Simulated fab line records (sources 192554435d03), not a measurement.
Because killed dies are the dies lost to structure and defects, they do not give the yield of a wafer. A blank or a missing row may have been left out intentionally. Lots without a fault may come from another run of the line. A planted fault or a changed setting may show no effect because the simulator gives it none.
fab line records	flow n5Finfet
record: lots: 6	wafers: 16	lastDay: 18
route steps=1938 shown FIN_SAQP@106 BEOL_M4@1111
lots that met no fault: from a run of the same line without faults
startH: start of the lot's first displayed wafer, in hours after the record's first day	waitH: hours since the lot's step before	" repeats the value in the row above	L1.1+2: a row that stands for several wafers	- value missing, or start not given	* or withheld: withheld	< > ~ a bound
route shown NAME@n: a module of which the file shows steps, and the number in the route of the first	usual: the fault-free wafers' mean and standard deviation	same: alike in all rows	chamber/n: place in a boat	sites: readings site by site	_std_site: the standard deviation of these	_edge_site: the outer-site mean with the inner-site mean subtracted	radiusMm: how far each site lies from the wafer's centre	mask NAME#n: copy n	behind: the tool/chamber that last shaped the wafer	hold: why the lot was held/for how many hours/how that ended	device: the n, p or np transistor that did not switch	end of line: the same wafers' tests at the end of the route	a step given without rows: its recipe and nothing more	killed: not the wafer's yield, but the dies lost to structure and defects at the first sort	map: a wafer's dies, x killed, . not, _ none there
set.NAME: the setting that was run; set.NAME@STEP: the one run at that earlier step	model.NAME: the simulator's own value behind a step, which no gauge read
lots at some steps of the route; a table a step, a row a wafer
services: a tool's chamber out of use, with start hour (startH, from the record's first day; less than 0 if before it), hours out, and reason
== steps ==
step: N5_FIN_SAQP_EBR_12
recipe: solvent: PGMEA	ebrWidthMm: 1.5
step: N5_FIN_SAQP_SOFTBAKE_11
recipe: tempC: 110	timeS: 60	resist: CAR-ArF
step: N5_FIN_SAQP_EXPOSE_13
recipe: maskId: FIN_CORE	na: 1.35	sourceShape: dipole	sigmaInner: 0.538	sigmaOuter: 0.738	polarization: te	targetCdNm: 35.6	doseMj: 63.25
step: N5_FIN_SAQP_PEB_14
recipe: pebTempC: withheld	pebTimeS: 60	resist: CAR-ArF
step: N5_FIN_SAQP_DEVELOP_15
recipe: developTimeS: 30	developer: TMAH	resist: CAR-ArF	devTempC: 23	rinseLiquid: diw	dry: airSpin
step: N5_FIN_SAQP_CD_MEAS_16
recipe: targetCdNm: 35.6	landingEnergyEv: 500	detector: seInlens
usual: cdNm: 35.8/0.38
lot.wafer	tool	chamber	startH	waitH	cdNm
L124.1	cdSem-03	0	28.83	-	35.6
L124.2	"	0	"	"	35.8
L124.6	"	0	"	"	36.0
L130.1	cdSem-03	0	65.94	-	35.8
L130.4	"	0	"	"	35.9
L130.5	"	0	"	"	35.5
L132.1	cdSem-03	0	75.57	-	35.4
L132.2	"	0	"	"	35.2
L132.4	"	0	"	"	35.4
L138.1	cdSem-01	0	112.19	-	35.7
L138.4	"	0	"	"	35.4
L141.3	cdSem-03	0	129.53	-	35.5
L141.6	"	0	"	"	35.9
L146.1	cdSem-02	0	161.10	-	35.8
L146.2	"	0	"	"	35.4
L146.5	"	0	"	"	35.6
step: N5_FIN_SAQP_OVL_MEAS_17
recipe: pointsPerWafer: 44
usual: FIN_CORE_OVL: 0.3/0.83
lot.wafer	tool	chamber	startH	waitH	FIN_CORE_OVL[nm]
L124.1	overlay-02	0	28.87	0.0	0.7
L124.2	"	0	"	"	1.2
L124.6	"	0	"	"	0.0
L130.1	overlay-02	0	65.98	0.0	1.1
L130.4	"	0	"	"	-0.2
L130.5	"	0	"	"	0.0
L132.1	overlay-01	0	75.61	0.0	-0.5
L132.2	"	0	"	"	0.0
L132.4	"	0	"	"	0.5
L138.1	overlay-01	0	112.23	0.0	0.7
L138.4	"	0	"	"	0.1
L141.3	overlay-01	0	129.57	0.0	-0.3
L141.6	"	0	"	"	-0.5
L146.1	overlay-02	0	161.14	0.0	1.7
L146.2	"	0	"	"	2.4
L146.5	"	0	"	"	1.0
step: N5_FIN_SAQP_INSPECT_18
recipe: mode: adi	inspectInstrument: brightfield
usual: rawDefectCount: 413/100
lot.wafer	tool	chamber	startH	waitH	rawDefectCount
L124.1	defectInspect-02	-	28.89	0.0	313
L124.2	"	-	"	"	367
L124.6	"	-	"	"	295
L130.1	defectInspect-01	-	66.00	0.0	361
L130.4	"	-	"	"	579
L130.5	"	-	"	"	389
L132.1	defectInspect-02	-	75.63	0.0	460
L132.2	"	-	"	"	432
L132.4	"	-	"	"	418
L138.1	defectInspect-02	-	112.25	0.0	420
L138.4	"	-	"	"	677
L141.3	defectInspect-01	-	129.59	0.0	447
L141.6	"	-	"	"	297
L146.1	defectInspect-02	-	161.25	0.1	425
L146.2	"	-	"	"	464
L146.5	"	-	"	"	457
step: N5_FIN_SAQP_DESCUM_21
recipe: chemistry: O2	timeS: 7.9	sourcePowerW: 50	biasPowerW: 20	pressureMtorr: 20	rfFrequencyHz: 2.712e+07	tempC: 40	resist: CAR-ArF	o2FlowSccm: 225
usual: biasPowerW: 20.01/0.057	drypumpMotorCurrentA: 5.6/0.49	oesProductAu: 0.73/0.051	rfFwdPowerW: 49.43/0.23	rfVppV: 243.1/1.4	showerheadPlenumPTorr: 2.10/0.077	throttleValvePct: 20.44/0.22
lot.wafer	tool	chamber	startH	waitH	biasPowerW	drypumpMotorCurrentA	oesProductAu	rfFwdPowerW	rfHoursCounterH	rfVppV	showerheadPlenumPTorr	throttleValvePct
L124.1	rieDiel-01	1	28.92	0.0	19.96	5.9	0.76	49.09	119	245.4	2.19	20.46
L124.2	"	3	"	"	20.01	5.7	0.69	49.56	209	243.2	2.10	20.54
L124.6	"	0	"	"	19.96	6.0	0.73	49.68	-	243.8	2.22	20.61
L130.1	rieDiel-03	1	66.04	0.0	20.05	5.4	0.68	49.54	235	241.7	2.07	20.39
L130.4	"	0	"	"	19.97	5.2	0.72	49.24	-	240.4	1.97	20.30
L130.5	"	1	"	"	20.05	5.4	0.68	49.48	-	241.2	2.07	20.38
L132.1	rieDiel-01	2	75.66	0.0	19.90	5.6	0.71	49.39	238	243.6	1.99	20.41
L132.2	"	3	"	"	20.01	5.7	0.68	49.52	229	242.5	2.09	20.57
L132.4	"	0	"	"	19.96	6.0	0.72	49.57	169	244.0	2.21	20.63
L138.1	rieDiel-01	0	112.29	0.0	20.00	6.0	0.70	49.63	182	242.8	2.20	20.66
L138.4	"	2	"	"	20.02	5.5	0.70	49.73	248	240.1	1.99	20.42
L141.3	rieDiel-01	3	129.63	0.0	20.05	5.7	0.66	49.74	251	243.8	2.08	20.60
L141.6	"	1	"	"	19.92	5.9	0.73	48.96	-	243.3	2.18	20.53
L146.1	rieDiel-03	2	161.30	0.0	20.00	4.7	0.69	49.19	243	241.2	2.06	20.48
L146.2	"	3	"	"	20.00	6.5	0.75	49.44	123	241.1	2.00	20.64
L146.5	"	2	"	"	20.07	4.8	0.70	49.32	-	243.9	2.06	20.48
step: N5_FIN_SAQP_ETCH_51
recipe: chemistry: CF4	target: SiARC	targetDepthA: 455	maskMaterial: CAR-ArF	timeS: 75.8	ionEnergyEv: 80	pressureMtorr: 40	sourceW: 545	biasW: 36	Ar_flow_sccm: 100	cf4FlowSccm: 100	ends: cleared
usual: cf4FlowSccm: 100.0/0.34	drypumpMotorCurrentA: 5.6/0.49	etchRfOnTimeS: 76.4/2.7	oesProductAu: 0.63/0.048	rfFwdPowerW: 539.7/2.2	rfVppV: 184.1/1.3	showerheadPlenumPTorr: 2.14/0.064	throttleValvePct: 15.60/0.15
lot.wafer	tool	chamber	startH	waitH	cf4FlowSccm	drypumpMotorCurrentA	etchRfOnTimeS	oesProductAu	rfFwdPowerW	rfHoursCounterH	rfVppV	showerheadPlenumPTorr	throttleValvePct
L124.1	rieDiel-01	1	28.96	0.0	99.6	5.9	73.5	0.66	537.7	119	185.1	2.22	15.60
L124.2	"	3	"	"	99.9	5.7	79.2	0.58	540.3	209	183.8	2.12	15.62
L124.6	"	0	"	"	100.4	6.0	75.4	0.63	541.1	-	184.3	2.21	15.53
L130.1	rieDiel-03	1	66.07	0.0	100.1	5.4	75.9	0.60	540.8	235	185.0	2.11	15.53
L130.4	"	0	"	"	100.1	5.2	76.2	0.60	538.6	-	181.6	2.05	15.75
L130.5	"	1	"	"	99.6	5.4	75.4	0.60	542.4	-	184.2	2.11	15.56
L132.1	rieDiel-01	2	75.70	0.0	100.2	5.5	72.4	0.62	538.9	238	184.1	2.04	15.64
L132.2	"	3	"	"	99.6	5.7	79.3	0.57	540.8	229	183.1	2.11	15.67
L132.4	"	0	"	"	100.1	6.0	76.7	0.62	541.0	169	185.6	2.20	15.56
L138.1	rieDiel-01	0	112.32	0.0	99.1	6.0	78.2	0.61	543.6	182	186.1	2.20	15.60
L138.4	"	2	"	"	99.7	5.5	74.0	0.61	543.1	248	183.6	2.03	15.66
L141.3	rieDiel-01	3	129.66	0.0	99.9	5.7	79.3	0.55	543.3	251	183.6	2.11	15.70
L141.6	"	1	"	"	99.9	5.9	75.4	0.62	536.1	-	184.8	2.21	15.68
L146.1	rieDiel-03	2	161.33	0.0	100.0	4.7	74.6	0.59	537.3	243	183.9	2.10	15.64
L146.2	"	3	"	"	99.4	6.5	74.6	0.66	539.1	123	183.2	2.07	15.81
L146.5	"	2	"	"	100.4	4.7	75.7	0.59	538.7	-	183.1	2.10	15.64
step: N5_FIN_SAQP_ETCH_52
recipe: chemistry: N2/H2	target: SOC	targetDepthA: 1000	overetchA: 200	maskMaterial: SiARC	tempC: 40	timeS: 150	ionEnergyEv: 200	pressureMtorr: 30	sourceW: 840	biasW: 150	n2FlowSccm: 200	h2FlowSccm: 200	ends: endPoint
usual: drypumpMotorCurrentA: 5.6/0.49	n2FlowSccm: 200.0/0.6	oesProductAu: 0.66/0.046	rfFwdPowerW: 836.5/2.5	rfVppV: 524.0/2.5	showerheadPlenumPTorr: 2.54/0.087	throttleValvePct: 17.78/0.22
lot.wafer	tool	chamber	startH	waitH	drypumpMotorCurrentA	n2FlowSccm	oesProductAu	rfFwdPowerW	rfHoursCounterH	rfVppV	showerheadPlenumPTorr	throttleValvePct
L124.1	rieDiel-01	1	29.01	0.0	5.9	199.6	0.69	833.3	119	527.4	2.65	17.81
L124.2	"	3	"	"	5.7	200.2	0.62	841.3	209	522.7	2.51	17.76
L124.6	"	0	"	"	6.0	200.5	0.65	836.8	-	528.6	2.65	17.85
L130.1	rieDiel-03	1	66.13	0.0	5.4	199.6	0.63	840.9	235	523.5	2.48	17.60
L130.4	"	0	"	"	5.2	200.2	0.64	838.2	-	520.6	2.39	17.81
L130.5	"	1	"	"	5.4	199.5	0.63	837.0	-	524.5	2.48	17.63
L132.1	rieDiel-01	2	75.76	0.0	5.5	200.2	0.63	836.9	238	519.3	2.40	17.63
L132.2	"	3	"	"	5.7	199.4	0.61	834.8	229	523.2	2.51	17.81
L132.4	"	0	"	"	6.0	200.0	0.65	840.7	169	526.6	2.65	17.89
L138.1	rieDiel-01	0	112.38	0.0	6.0	200.0	0.64	837.3	182	525.5	2.64	17.91
L138.4	"	2	"	"	5.5	199.8	0.62	836.6	248	520.5	2.39	17.65
L141.3	rieDiel-01	3	129.72	0.0	5.7	200.4	0.60	838.3	251	523.5	2.50	17.83
L141.6	"	1	"	"	5.9	199.1	0.65	835.2	-	526.8	2.63	17.84
L146.1	rieDiel-03	2	161.39	0.0	4.7	199.4	0.62	832.5	243	521.3	2.51	17.92
L146.2	"	3	"	"	6.5	199.5	0.68	838.2	124	522.4	2.45	18.12
L146.5	"	2	"	"	4.7	199.9	0.61	836.1	-	523.9	2.51	17.94
step: N5_FIN_SAQP_STRIP_53
recipe: chemistry: N2/H2	tempC: 40	n2FlowSccm: 200	h2FlowSccm: 200	rfFrequencyHz: 6e+07
step: N5_FIN_SAQP_HM_OPEN_73
recipe: chemistry: CHF3/O2	target: SiO2	stopOn: a-Si	targetDepthA: 120	overEtchFrac: 1.8	maskMaterial: SOC	timeS: 16.8	pressureMtorr: 30	sourceW: 650	biasW: 170	Ar_flow_sccm: 200	CHF3_flow_sccm: 50	O2_flow_sccm: 5	ionEnergyEv: 200	ends: endPoint
usual: drypumpMotorCurrentA: 5.6/0.49	oesProductAu: 0.44/0.031	rfFwdPowerW: 645.3/2.3	rfVppV: 521/13	showerheadPlenumPTorr: 2.40/0.074	throttleValvePct: 18.79/0.16
lot.wafer	tool	chamber	startH	waitH	drypumpMotorCurrentA	oesProductAu	rfFwdPowerW	rfHoursCounterH	rfVppV	showerheadPlenumPTorr	throttleValvePct	model.SiARC_of_FIN_SAQP_COAT_50.thkNm
L124.1	rieDiel-01	1	29.12	0.0	5.9	0.46	641.5	119	540	2.50	18.79	4.423
L124.2	"	3	"	"	5.7	0.42	646.7	209	533	2.38	18.77	6.032
L124.6	"	0	"	"	6.0	0.44	645.2	-	536	2.49	18.73	4.95
L130.1	rieDiel-03	1	66.24	0.0	5.4	0.42	650.4	235	518	2.38	18.76	5.232
L130.4	"	0	"	"	5.2	0.42	646.4	-	518	2.32	18.99	5.018
L130.5	"	1	"	"	5.4	0.41	647.8	-	519	2.38	18.76	5.409
L132.1	rieDiel-01	2	75.86	0.0	5.6	0.42	644.8	238	511	2.28	18.70	4.846
L132.2	"	3	"	"	5.7	0.41	645.7	229	531	2.37	18.78	6.093
L132.4	"	0	"	"	6.0	0.45	649.6	169	535	2.49	18.78	5.194
L138.1	rieDiel-01	0	112.48	0.0	6.0	0.43	645.1	182	536	2.48	18.78	13.69
L138.4	"	2	"	"	5.5	0.42	648.8	248	510	2.27	18.72	4.911
L141.3	rieDiel-01	3	129.82	0.0	5.7	0.40	643.3	251	530	2.36	18.84	6.114
L141.6	"	1	"	"	5.9	0.44	640.9	-	540	2.49	18.85	12.93
L146.1	rieDiel-03	2	161.49	0.0	4.7	0.41	647.3	243	514	2.36	18.78	5.413
L146.2	"	3	"	"	6.5	0.45	643.7	124	517	2.31	19.01	5.223
L146.5	"	2	"	"	4.7	0.41	647.5	-	514	2.36	18.79	5.557
step: N5_FIN_SAQP_STRIP_74
recipe: chemistry: CHF3/O2	resist: SiARC	rfFrequencyHz: 6e+07
step: N5_BEOL_M4_RC_MEAS_101
usual: DIBL_N: 37.0/2.3	DIBL_P: 37.3/2.8	IOFF_N: 0.17/0.046	IOFF_P: 0.23/0.054	ION_N: 675/14	ION_P: 460/9.3	SS_N: 71.7/0.73	SS_P: 73.6/0.95	VT_N: 249/3.9	VT_P: -250/3.9
lot.wafer	tool	chamber	startH	waitH	DIBL_N[mV/V]	DIBL_P[mV/V]	IOFF_N[nA/um]	IOFF_P[nA/um]	ION_N[uA/um]	ION_P[uA/um]	SS_N[mV/dec]	SS_P[mV/dec]	VT_N[mV]	VT_P[mV]
L124.1	prober-02	0	170.00	0.0	40.2	42.0	0.27	0.32	706	481	72.6	74.6	245	-245
L124.2	"	0	"	"	35.6	35.0	0.15	0.19	676	458	71.8	73.1	253	-250
L124.6	"	0	"	"	37.1	38.5	0.18	0.24	672	461	71.9	74.4	248	-250
L130.1	prober-01	0	209.26	0.0	34.9	35.9	0.13	0.15	669	448	71.1	73.2	255	-260
L130.4	"	0	"	"	34.7	36.1	0.13	0.16	667	455	71.3	73.0	252	-257
L130.5	"	0	"	"	39.3	40.4	0.22	0.21	689	456	72.4	74.9	247	-253
L132.1	prober-02	0	222.25	0.0	41.1	40.8	0.26	0.35	680	466	73.5	75.3	245	-241
L132.2	"	0	"	"	36.6	36.5	0.16	0.24	683	471	71.4	73.0	250	-247
L132.4	"	0	"	"	34.0	33.0	0.12	0.19	646	451	71.2	71.9	252	-250
L138.1	prober-01	0	275.30	0.0	38.0	38.8	0.17	0.22	671	458	71.5	73.4	249	-253
L138.4	"	0	"	"	38.4	38.4	0.18	0.21	684	464	72.2	73.4	248	-252
L141.3	prober-01	0	287.02	0.3	31.7	34.1	0.11	0.15	659	455	70.6	72.5	255	-256
L141.6	"	0	"	"	32.7	34.1	0.12	0.14	663	449	71.1	72.2	254	-258
L146.1	prober-01	0	317.82	0.0	38.0	41.1	0.18	0.23	674	454	72.3	74.7	250	-254
L146.2	"	0	"	"	38.0	40.4	0.19	0.21	681	459	72.0	73.8	250	-251
L146.5	"	0	"	"	37.7	39.3	0.19	0.20	666	449	72.0	74.9	249	-256
== services ==
tool	chamber	startH	hours	kind
rieDiel-03	0	22.13	4.5	repair
rieDiel-03	-	37.29	15.6	pm
rieDiel-01	0	55.61	8.9	repair
rieDiel-03	2	62.77	34.7	repair
rieDiel-01	2	91.24	11.0	repair
rieDiel-03	1	97.59	-	clean
rieDiel-03	1	97.59	-	consumableReplace:focusRing
rieDiel-03	1	97.59	16.3	scheduledDown
rieDiel-03	1	97.59	16.3	ventCycle
rieDiel-01	2	119.57	-	clean
rieDiel-01	2	119.57	-	consumableReplace:focusRing
rieDiel-01	2	119.57	-	consumableReplace:showerhead
rieDiel-01	2	119.57	18.6	scheduledDown
rieDiel-01	2	119.57	18.6	ventCycle
rieDiel-03	0	123.05	-	clean
rieDiel-03	0	123.05	-	consumableReplace:focusRing
rieDiel-03	0	123.05	-	consumableReplace:showerhead
rieDiel-03	0	123.05	20.3	scheduledDown
rieDiel-03	0	123.05	20.3	ventCycle
rieDiel-01	3	138.40	-	clean
rieDiel-01	3	138.40	-	consumableReplace:focusRing
rieDiel-01	3	138.40	15.9	scheduledDown
rieDiel-01	3	138.40	15.9	ventCycle
== key ==
firstSign none at tools or gauges
modelEffect: step: N5_FIN_SAQP_HM_OPEN_73	value: SiARC_of_FIN_SAQP_COAT_50.thkNm	without: 4.949	struck: 13.31
metAt N5_FIN_SAQP_HM_OPEN_73
struckWafers L138.1,L141.6
onsetBetween 75.86 112.48
fault: kind: processParameterDrift	tool: rieDiel-01	chamber: -	onsetH: 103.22	steps: N5_FIN_SAQP_HM_OPEN_73	channel: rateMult	offset: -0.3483	shape: step	endH: 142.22	scope: struckWafersOnly
